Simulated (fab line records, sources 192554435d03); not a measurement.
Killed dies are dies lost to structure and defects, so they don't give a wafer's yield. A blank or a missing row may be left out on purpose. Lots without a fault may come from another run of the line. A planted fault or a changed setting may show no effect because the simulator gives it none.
Split-lot experiment | flow n5_finfet | 5 lots, 23 wafers read, on a route of 1938 steps

THE SPLIT
At N5_GATE_CUT_DESCUM_18 (chemistry O2, time 7 s), the setting time_s was moved away from the recipe's 7 s on 4 of the 23 wafers read, by -10.8% to +6.4%. The other wafers ran this setting at the recipe's value.

The reading is taken at the split's own step.

THE READING
CAR-EUV_of_GATE_CUT_COAT_07.thk_nm (the simulator's own value, which no gauge read), in nm, at N5_GATE_CUT_DESCUM_18 (chemistry O2, time 7 s). The file gives no usual value for it. The 19 wafers here that ran the recipe average 26.1 nm, standard deviation 0.088 nm.

wafer  | tool, chamber at the split | time_s as run, s | against the recipe | CAR-EUV_of_GATE_CUT_COAT_07.thk_nm, nm | against lot-mates on the recipe
L078.2 | rie_diel-05, 3,2,1,1,2     | 7                | recipe             | 26                                     | -
L078.3 | rie_diel-05, 3,2,1,1,2     | 7                | recipe             | 26                                     | -
L078.4 | rie_diel-05, 3,2,1,1,2     | 7                | recipe             | 26                                     | -
L078.5 | rie_diel-05, 3,2,1,1,2     | 7                | recipe             | 26                                     | -
L078.6 | rie_diel-05, 3,2,1,1,2     | 7                | recipe             | 26                                     | -
L079.1 | rie_diel-02, 0,3,3         | 7                | recipe             | 26.2                                   | -
L079.4 | rie_diel-02, 0,3,3         | 7                | recipe             | 26.2                                   | -
L079.5 | rie_diel-02, 0,3,3         | 7                | recipe             | 26.2                                   | -
L079.2 | rie_diel-02, 2,0           | 6.245            | -10.8%             | 26.6                                   | +0.4
L079.6 | rie_diel-02, 2,0           | 6.245            | -10.8%             | 26.6                                   | +0.4
L080.1 | rie_diel-05, 2             | 7.451            | +6.4%              | 25.8                                   | -0.2
L080.2 | rie_diel-05, 1,3,0         | 7                | recipe             | 26                                     | -
L080.3 | rie_diel-05, 1,3,0         | 7                | recipe             | 26                                     | -
L080.5 | rie_diel-05, 1,3,0         | 7                | recipe             | 26                                     | -
L080.4 | rie_diel-05, 0             | 7.451            | +6.4%              | 25.6                                   | -0.4
L082.1 | rie_diel-04, 2,2,0         | 7                | recipe             | 26                                     | -
L082.4 | rie_diel-04, 2,2,0         | 7                | recipe             | 26                                     | -
L082.6 | rie_diel-04, 2,2,0         | 7                | recipe             | 26                                     | -
L091.2 | rie_diel-04, 1,2,0         | 7                | recipe             | 26                                     | -
L091.4 | rie_diel-04, 1,2,0         | 7                | recipe             | 26                                     | -
L091.5 | rie_diel-04, 1,2,0         | 7                | recipe             | 26                                     | -
L091.3 | rie_diel-04, 3             | 7                | recipe             | 26.2                                   | -
L091.6 | rie_diel-04, 3             | 7                | recipe             | 26.2                                   | -
Where a row lists several chambers, the file gives one row for several wafers and doesn't say which wafer went through which chamber.

THE FIT
A straight line over all 23 wafers: CAR-EUV_of_GATE_CUT_COAT_07.thk_nm changes by -0.0519 nm for each +1% of time_s; r = -0.91; the points scatter about the line by 0.089 nm.
The same after taking each lot's own level away (the mean of its wafers on the recipe; 23 wafers): -0.0398 nm for each +1%; r = -0.93; scatter 0.059 nm.
On that fit, the largest move of time_s shifts the reading by 0.43 nm.
The lots' own levels span 26.00 to 26.20 nm, that is 2.3 times the standard deviation above.
So the lot-to-lot level changes the slope: the two fits differ.
Check: with one of the wafers moved furthest among these (-10.8%) left out of the fit, the line predicts +0.437 nm for it against its lot-mates. It came out at +0.4 nm against them.

OTHER SPLITS ON THESE WAFERS
These wafers also went through other splits before the reading. Each is held against what the fit with the lots' levels taken away leaves over:
other split on the same wafers  | wafers away from the commonest value | r with CAR-EUV_of_GATE_CUT_COAT_07.thk_nm (lot level and that fit taken away)
N5_ZERO_LAYER_PECVD_02 time_s   | 7                                    | -0.26
N5_FIN_SAQP_PEB_14 peb_time_s   | 6                                    | -0.30
N5_FIN_SAQP_ETCH_52 source_w    | 10                                   | +0.10
N5_FIN_SAQP_ETCH_65 time_s      | 8                                    | -0.13
N5_DUMMY_GATE_PECVD_30 time_s   | 7                                    | +0.05
N5_DUMMY_GATE_EXPOSE_12 dose_mj | 5                                    | -0.05
N5_SD_EPI_P_COAT_34 spin_rpm    | 7                                    | +0.10
N5_SD_EPI_P_EPI_21 temp_c       | 7                                    | -0.06
N5_SD_ACTIVATION_LSA_01 temp_c  | 8                                    | -0.34

THE FILE'S OWN FIT
CAR-EUV_of_GATE_CUT_COAT_07.thk_nm changes by -0.0396 nm for each +1% of time_s, r = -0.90.
